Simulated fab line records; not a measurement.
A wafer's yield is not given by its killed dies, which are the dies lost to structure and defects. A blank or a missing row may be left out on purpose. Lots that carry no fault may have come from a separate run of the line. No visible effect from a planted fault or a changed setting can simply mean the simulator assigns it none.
Which of the tools did it? || flow n5Finfet || 10 lots with 30 wafers sampled at 5 steps, on a route of 1938 steps

## WHAT THE GAUGES READ, wafer by wafer
No reading from a measuring or inspecting step in the record can be judged against a usual standard deviation.

## EACH LOT AND THE TOOL THAT RAN IT (in order: tool; ch and the chambers of the sampled wafers; start)
{"lot": "L238", "N5_HKMG_FIN_STRIP_69": "plasmaAsher-02 ch 0,1, day 4 05:31", "N5_HKMG_FIN_ALD_72": "cvdW-02 ch 0,1, day 4 06:16", "N5_GATE_CUT_ETCH_58": "rieDiel-04 ch 0,1,2, day 4 07:44", "N5_GATE_CUT_PECVD_57": "pecvd-04 ch 0,1,2, day 4 10:15", "N5_PASSIVATION_PROBE_49": "-"}
{"lot": "L241", "N5_HKMG_FIN_STRIP_69": "plasmaAsher-02 ch 1, day 4 23:52", "N5_HKMG_FIN_ALD_72": "cvdW-02 ch 0,1, day 5 00:37", "N5_GATE_CUT_ETCH_58": "rieDiel-02 ch 2,3, day 5 02:02", "N5_GATE_CUT_PECVD_57": "pecvd-01 ch 0,2, day 5 04:32", "N5_PASSIVATION_PROBE_49": "-"}
{"lot": "L242", "N5_HKMG_FIN_STRIP_69": "plasmaAsher-01 ch 0,1, day 5 07:32", "N5_HKMG_FIN_ALD_72": "cvdW-02 ch 0, day 5 08:16", "N5_GATE_CUT_ETCH_58": "rieDiel-02 ch 0,2,3, day 5 09:29", "N5_GATE_CUT_PECVD_57": "pecvd-03 ch 0,2, day 5 12:19", "N5_PASSIVATION_PROBE_49": "-"}
{"lot": "L243", "N5_HKMG_FIN_STRIP_69": "plasmaAsher-02 ch 0,1, day 5 14:29", "N5_HKMG_FIN_ALD_72": "cvdW-02 ch 0,1, day 5 15:14", "N5_GATE_CUT_ETCH_58": "rieDiel-02 ch 1,2,3, day 5 16:27", "N5_GATE_CUT_PECVD_57": "pecvd-04 ch 0,1, day 5 18:58", "N5_PASSIVATION_PROBE_49": "prober-02, day 15 12:33"}
{"lot": "L246", "N5_HKMG_FIN_STRIP_69": "plasmaAsher-01 ch 0,1, day 6 08:14", "N5_HKMG_FIN_ALD_72": "cvdW-02 ch 0,1, day 6 08:59", "N5_GATE_CUT_ETCH_58": "rieDiel-06 ch 1,2,3, day 6 10:11", "N5_GATE_CUT_PECVD_57": "pecvd-04 ch 0,1,2, day 6 12:41", "N5_PASSIVATION_PROBE_49": "-"}
{"lot": "L247", "N5_HKMG_FIN_STRIP_69": "plasmaAsher-02 ch 0,1, day 6 14:35", "N5_HKMG_FIN_ALD_72": "cvdW-02 ch 0,1, day 6 15:20", "N5_GATE_CUT_ETCH_58": "rieDiel-04 ch 0,2, day 6 16:35", "N5_GATE_CUT_PECVD_57": "pecvd-03 ch 0,1,2, day 6 19:06", "N5_PASSIVATION_PROBE_49": "-"}
{"lot": "L249", "N5_HKMG_FIN_STRIP_69": "plasmaAsher-02 ch 0,1, day 7 02:56", "N5_HKMG_FIN_ALD_72": "cvdW-01 ch 0,1, day 7 03:41", "N5_GATE_CUT_ETCH_58": "rieDiel-04 ch 1,2,3, day 7 04:58", "N5_GATE_CUT_PECVD_57": "pecvd-04 ch 0,2, day 7 07:29", "N5_PASSIVATION_PROBE_49": "-"}
{"lot": "L251", "N5_HKMG_FIN_STRIP_69": "plasmaAsher-01 ch 0,1, day 7 13:29", "N5_HKMG_FIN_ALD_72": "cvdW-01 ch 0,1, day 7 14:08", "N5_GATE_CUT_ETCH_58": "rieDiel-04 ch 0,1,2, day 7 15:19", "N5_GATE_CUT_PECVD_57": "pecvd-01 ch 1,2, day 7 17:51", "N5_PASSIVATION_PROBE_49": "prober-02, day 17 00:23"}
{"lot": "L259", "N5_HKMG_FIN_STRIP_69": "plasmaAsher-01 ch 0,1, day 9 10:28", "N5_HKMG_FIN_ALD_72": "cvdW-01 ch 0,1, day 9 11:13", "N5_GATE_CUT_ETCH_58": "rieDiel-06 ch 2,3, day 9 12:26", "N5_GATE_CUT_PECVD_57": "pecvd-01 ch 0,1, day 9 15:33", "N5_PASSIVATION_PROBE_49": "-"}
{"lot": "L261", "N5_HKMG_FIN_STRIP_69": "plasmaAsher-02 ch 0,1, day 10 00:34", "N5_HKMG_FIN_ALD_72": "cvdW-01 ch 0,1, day 10 01:19", "N5_GATE_CUT_ETCH_58": "rieDiel-06 ch 0,2,3, day 10 02:34", "N5_GATE_CUT_PECVD_57": "pecvd-01 ch 0,1, day 10 06:31", "N5_PASSIVATION_PROBE_49": "-"}
- N5_HKMG_FIN_STRIP_69: strips in N2/H2, time 360 s.
- N5_HKMG_FIN_ALD_72: deposits W, target thk 2 nm, pulse time 1 s, purge time 2 s.
- N5_GATE_CUT_ETCH_58: etches SiNx in CH3F/O2, target depth 17 nm, time 128.6 s.
- N5_GATE_CUT_PECVD_57: deposits SiNx from SiH4/NH3/N2, target thk 21 nm.
- N5_PASSIVATION_PROBE_49

## WHAT THE TOOLS THEMSELVES READ (means of the sampled wafers that have a number; where no wafer has one, the mark that the record gives instead)
N5_HKMG_FIN_STRIP_69. Usual: drypumpMotorCurrentA 6.08 A, standard deviation 0.12; h2FlowSccm 3249 sccm, standard deviation 11; heaterPowerW 443 W, standard deviation 44; n2FlowSccm 1750 sccm, standard deviation 5.4; tempC 299.99 C, standard deviation 0.2.
{"lot": "L238", "tool": "plasmaAsher-02", "drypumpMotorCurrentA (A)": 6.09, "h2FlowSccm (sccm)": 3267, "heaterPowerW (W)": 442, "n2FlowSccm (sccm)": 1751, "tempC (C)": 299.82, "flag": ""}
{"lot": "L241", "tool": "plasmaAsher-02", "drypumpMotorCurrentA (A)": 6.13, "h2FlowSccm (sccm)": 3250, "heaterPowerW (W)": 479, "n2FlowSccm (sccm)": 1738, "tempC (C)": 300.42, "flag": ""}
{"lot": "L242", "tool": "plasmaAsher-01", "drypumpMotorCurrentA (A)": 6.02, "h2FlowSccm (sccm)": 3249, "heaterPowerW (W)": 470, "n2FlowSccm (sccm)": 1749, "tempC (C)": 300.04, "flag": ""}
{"lot": "L243", "tool": "plasmaAsher-02", "drypumpMotorCurrentA (A)": 6.08, "h2FlowSccm (sccm)": 3259, "heaterPowerW (W)": 453, "n2FlowSccm (sccm)": 1751, "tempC (C)": 299.92, "flag": ""}
{"lot": "L246", "tool": "plasmaAsher-01", "drypumpMotorCurrentA (A)": 6.14, "h2FlowSccm (sccm)": 3256, "heaterPowerW (W)": 436, "n2FlowSccm (sccm)": 1745, "tempC (C)": 299.84, "flag": ""}
{"lot": "L247", "tool": "plasmaAsher-02", "drypumpMotorCurrentA (A)": 6.03, "h2FlowSccm (sccm)": 3248, "heaterPowerW (W)": 426, "n2FlowSccm (sccm)": 1747, "tempC (C)": 299.94, "flag": ""}
{"lot": "L249", "tool": "plasmaAsher-02", "drypumpMotorCurrentA (A)": 6.02, "h2FlowSccm (sccm)": 3233, "heaterPowerW (W)": 428, "n2FlowSccm (sccm)": 1750, "tempC (C)": 299.91, "flag": ""}
{"lot": "L251", "tool": "plasmaAsher-01", "drypumpMotorCurrentA (A)": 6.14, "h2FlowSccm (sccm)": 3254, "heaterPowerW (W)": 433, "n2FlowSccm (sccm)": 1747, "tempC (C)": 299.93, "flag": ""}
{"lot": "L259", "tool": "plasmaAsher-01", "drypumpMotorCurrentA (A)": 6.03, "h2FlowSccm (sccm)": 3259, "heaterPowerW (W)": 453, "n2FlowSccm (sccm)": 1750, "tempC (C)": 300.15, "flag": ""}
{"lot": "L261", "tool": "plasmaAsher-02", "drypumpMotorCurrentA (A)": 6.04, "h2FlowSccm (sccm)": 3249, "heaterPowerW (W)": 430, "n2FlowSccm (sccm)": 1745, "tempC (C)": 300.01, "flag": ""}

N5_HKMG_FIN_ALD_72. Usual: heaterPowerW 480 W, standard deviation 23; precursorPulseHeightRel 1.001, standard deviation 0.019; susceptorTempC 300.01 C, standard deviation 0.18.
{"lot": "L238", "tool": "cvdW-02", "heaterPowerW (W)": 494, "precursorPulseHeightRel": 0.979, "susceptorTempC (C)": 300.04, "flag": ""}
{"lot": "L241", "tool": "cvdW-02", "heaterPowerW (W)": 500, "precursorPulseHeightRel": 1.001, "susceptorTempC (C)": 299.86, "flag": ""}
{"lot": "L242", "tool": "cvdW-02", "heaterPowerW (W)": 477, "precursorPulseHeightRel": 0.981, "susceptorTempC (C)": 299.89, "flag": ""}
{"lot": "L243", "tool": "cvdW-02", "heaterPowerW (W)": 486, "precursorPulseHeightRel": 1.010, "susceptorTempC (C)": 300.05, "flag": ""}
{"lot": "L246", "tool": "cvdW-02", "heaterPowerW (W)": 486, "precursorPulseHeightRel": 1.014, "susceptorTempC (C)": 299.97, "flag": ""}
{"lot": "L247", "tool": "cvdW-02", "heaterPowerW (W)": 487, "precursorPulseHeightRel": 0.992, "susceptorTempC (C)": 299.91, "flag": ""}
{"lot": "L249", "tool": "cvdW-01", "heaterPowerW (W)": 459, "precursorPulseHeightRel": 0.996, "susceptorTempC (C)": 299.89, "flag": ""}
{"lot": "L251", "tool": "cvdW-01", "heaterPowerW (W)": 456, "precursorPulseHeightRel": 1.003, "susceptorTempC (C)": 299.85, "flag": ""}
{"lot": "L259", "tool": "cvdW-01", "heaterPowerW (W)": 455, "precursorPulseHeightRel": 1.009, "susceptorTempC (C)": 299.90, "flag": ""}
{"lot": "L261", "tool": "cvdW-01", "heaterPowerW (W)": 458, "precursorPulseHeightRel": 0.994, "susceptorTempC (C)": 300.12, "flag": ""}

N5_GATE_CUT_ETCH_58. Usual: for biasW, 21.00 W with a standard deviation of 0.063; for drypumpMotorCurrentA, 5.8 A with a standard deviation of 0.58; for oesProductAu, 0.80 a.u. with a standard deviation of 0.079; for rfFwdPowerW, 413.6 W with a standard deviation of 1.4; for rfVppV, 99.0 V with a standard deviation of 0.87; for showerheadPlenumPTorr, 1.99 Torr with a standard deviation of 0.057; for throttleValvePct, 16.31 % with a standard deviation of 0.19.
{"lot": "L238", "tool": "rieDiel-04", "biasW (W)": 21.01, "drypumpMotorCurrentA (A)": 5.4, "oesProductAu (a.u.)": 0.90, "rfFwdPowerW (W)": 413.7, "rfVppV (V)": 99.2, "showerheadPlenumPTorr (Torr)": 1.97, "throttleValvePct (%)": 16.22, "flag": ""}
{"lot": "L241", "tool": "rieDiel-02", "biasW (W)": 21.01, "drypumpMotorCurrentA (A)": 6.7, "oesProductAu (a.u.)": 0.84, "rfFwdPowerW (W)": 415.3, "rfVppV (V)": 99.1, "showerheadPlenumPTorr (Torr)": 1.95, "throttleValvePct (%)": 16.46, "flag": ""}
{"lot": "L242", "tool": "rieDiel-02", "biasW (W)": 20.92, "drypumpMotorCurrentA (A)": 6.2, "oesProductAu (a.u.)": 0.86, "rfFwdPowerW (W)": 415.6, "rfVppV (V)": 98.1, "showerheadPlenumPTorr (Torr)": 1.98, "throttleValvePct (%)": 16.24, "flag": ""}
{"lot": "L243", "tool": "rieDiel-02", "biasW (W)": 21.03, "drypumpMotorCurrentA (A)": 6.6, "oesProductAu (a.u.)": 0.81, "rfFwdPowerW (W)": 412.5, "rfVppV (V)": 99.6, "showerheadPlenumPTorr (Torr)": 2.00, "throttleValvePct (%)": 16.24, "flag": ""}
{"lot": "L246", "tool": "rieDiel-06", "biasW (W)": 21.05, "drypumpMotorCurrentA (A)": 5.5, "oesProductAu (a.u.)": 0.74, "rfFwdPowerW (W)": 413.1, "rfVppV (V)": 99.4, "showerheadPlenumPTorr (Torr)": 1.99, "throttleValvePct (%)": 16.45, "flag": ""}
{"lot": "L247", "tool": "rieDiel-04", "biasW (W)": 21.01, "drypumpMotorCurrentA (A)": 5.5, "oesProductAu (a.u.)": 0.79, "rfFwdPowerW (W)": 414.3, "rfVppV (V)": 98.1, "showerheadPlenumPTorr (Torr)": 1.92, "throttleValvePct (%)": 16.30, "flag": ""}
{"lot": "L249", "tool": "rieDiel-04", "biasW (W)": 21.84, "drypumpMotorCurrentA (A)": 5.3, "oesProductAu (a.u.)": 0.81, "rfFwdPowerW (W)": 415.1, "rfVppV (V)": 101.8, "showerheadPlenumPTorr (Torr)": 1.95, "throttleValvePct (%)": 16.33, "flag": "OFF"}
{"lot": "L251", "tool": "rieDiel-04", "biasW (W)": 21.86, "drypumpMotorCurrentA (A)": 5.4, "oesProductAu (a.u.)": 0.85, "rfFwdPowerW (W)": 413.4, "rfVppV (V)": 101.0, "showerheadPlenumPTorr (Torr)": 1.96, "throttleValvePct (%)": 16.27, "flag": "OFF"}
{"lot": "L259", "tool": "rieDiel-06", "biasW (W)": 20.99, "drypumpMotorCurrentA (A)": 5.2, "oesProductAu (a.u.)": 0.74, "rfFwdPowerW (W)": 412.5, "rfVppV (V)": 99.5, "showerheadPlenumPTorr (Torr)": 1.97, "throttleValvePct (%)": 16.45, "flag": ""}
{"lot": "L261", "tool": "rieDiel-06", "biasW (W)": 20.98, "drypumpMotorCurrentA (A)": 5.7, "oesProductAu (a.u.)": 0.80, "rfFwdPowerW (W)": 413.7, "rfVppV (V)": 99.3, "showerheadPlenumPTorr (Torr)": 1.98, "throttleValvePct (%)": 16.33, "flag": ""}

N5_GATE_CUT_PECVD_57. Usual: heaterPowerW 730 W, standard deviation 71; rfFwdPowerW 297.2 W, standard deviation 1.2; showerheadPlenumPTorr 5.15 Torr, standard deviation 0.064; susceptorTempC 400.01 C, standard deviation 0.24; throttleValvePct 40.3 %, standard deviation 2.8.
{"lot": "L238", "tool": "pecvd-04", "heaterPowerW (W)": 755, "rfFwdPowerW (W)": 296.8, "showerheadPlenumPTorr (Torr)": 5.10, "susceptorTempC (C)": 400.17, "throttleValvePct (%)": 39.7, "flag": ""}
{"lot": "L241", "tool": "pecvd-01", "heaterPowerW (W)": 672, "rfFwdPowerW (W)": 296.2, "showerheadPlenumPTorr (Torr)": 5.22, "susceptorTempC (C)": 400.10, "throttleValvePct (%)": 41.2, "flag": ""}
{"lot": "L242", "tool": "pecvd-03", "heaterPowerW (W)": 810, "rfFwdPowerW (W)": 297.8, "showerheadPlenumPTorr (Torr)": 5.18, "susceptorTempC (C)": 399.91, "throttleValvePct (%)": 42.5, "flag": ""}
{"lot": "L243", "tool": "pecvd-04", "heaterPowerW (W)": 676, "rfFwdPowerW (W)": 297.2, "showerheadPlenumPTorr (Torr)": 5.16, "susceptorTempC (C)": 400.00, "throttleValvePct (%)": 41.2, "flag": ""}
{"lot": "L246", "tool": "pecvd-04", "heaterPowerW (W)": 715, "rfFwdPowerW (W)": 298.2, "showerheadPlenumPTorr (Torr)": 5.10, "susceptorTempC (C)": 399.86, "throttleValvePct (%)": 39.8, "flag": ""}
{"lot": "L247", "tool": "pecvd-03", "heaterPowerW (W)": 692, "rfFwdPowerW (W)": 298.0, "showerheadPlenumPTorr (Torr)": 5.16, "susceptorTempC (C)": 400.19, "throttleValvePct (%)": 42.1, "flag": ""}
{"lot": "L249", "tool": "pecvd-04", "heaterPowerW (W)": 837, "rfFwdPowerW (W)": 297.1, "showerheadPlenumPTorr (Torr)": 5.10, "susceptorTempC (C)": 400.04, "throttleValvePct (%)": 39.3, "flag": ""}
{"lot": "L251", "tool": "pecvd-01", "heaterPowerW (W)": 708, "rfFwdPowerW (W)": 297.0, "showerheadPlenumPTorr (Torr)": 5.19, "susceptorTempC (C)": 400.29, "throttleValvePct (%)": 40.7, "flag": ""}
{"lot": "L259", "tool": "pecvd-01", "heaterPowerW (W)": 722, "rfFwdPowerW (W)": 296.2, "showerheadPlenumPTorr (Torr)": 5.14, "susceptorTempC (C)": 399.99, "throttleValvePct (%)": 37.6, "flag": ""}
{"lot": "L261", "tool": "pecvd-01", "heaterPowerW (W)": 635, "rfFwdPowerW (W)": 296.0, "showerheadPlenumPTorr (Torr)": 5.14, "susceptorTempC (C)": 399.88, "throttleValvePct (%)": 37.7, "flag": ""}

N5_PASSIVATION_PROBE_49. Usual: killed_at_M0_to_M3 33, standard deviation 11; killed_at_M4_up 14, standard deviation 5; killedAtContacts 11, standard deviation 7.3; killedAtFrontEnd 43, standard deviation 12; killedAtOther 4, standard deviation 3.1; killedDies 106, standard deviation 17; killedOpen 69, standard deviation 13; killedShort 34, standard deviation 8.7.
{"lot": "L243", "tool": "prober-02", "killed_at_M0_to_M3": 37, "killed_at_M4_up": 11, "killedAtContacts": 6, "killedAtFrontEnd": 37, "killedAtOther": 1, "killedDies": 92, "killedOpen": 53, "killedShort": 34, "flag": ""}
{"lot": "L251", "tool": "prober-02", "killed_at_M0_to_M3": 31, "killed_at_M4_up": 8, "killedAtContacts": 15, "killedAtFrontEnd": 42, "killedAtOther": 6, "killedDies": 102, "killedOpen": 66, "killedShort": 36, "flag": ""}

## THE ANSWER, worked out from the rows above alone
Rule: take the mean of a lot's wafers that have a number; if it is more than 3 standard deviations from the usual mean, the lot is off. A lot without any number at a reading at which 4 lots or more have one is off too. Any other lot the step has rows for is counted as sound. First the gauges in route order, then the tools' own readings, where a lot's mean is used as printed above. The first step at which some lot is off is used, and at that step the reading that is off furthest; a lot without a number counts as furthest.
Off: L249, L251 (N5_GATE_CUT_ETCH_58, biasW).
If a tool, at that step or one of the process steps before it, ran each lot that is off and ran no sound lot following the first of them, it fits. One fits: rieDiel-04 at N5_GATE_CUT_ETCH_58. Its last sound lot is L247 (day 6 16:35), its first lot that is off L249 (day 7 04:58): a fault that began between those two fits.
The tool's own readings at N5_GATE_CUT_ETCH_58 bear it out: on the lots that are off they differ by more than 5 times the standard deviation of the sound lots' means. biasW reads 21.85 W there against 21.00 W on the sound lots.

## WHAT THE SIMULATOR HAD INSERTED
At N5_GATE_CUT_ETCH_58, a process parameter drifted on rieDiel-04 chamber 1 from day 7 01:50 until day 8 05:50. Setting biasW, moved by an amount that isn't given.
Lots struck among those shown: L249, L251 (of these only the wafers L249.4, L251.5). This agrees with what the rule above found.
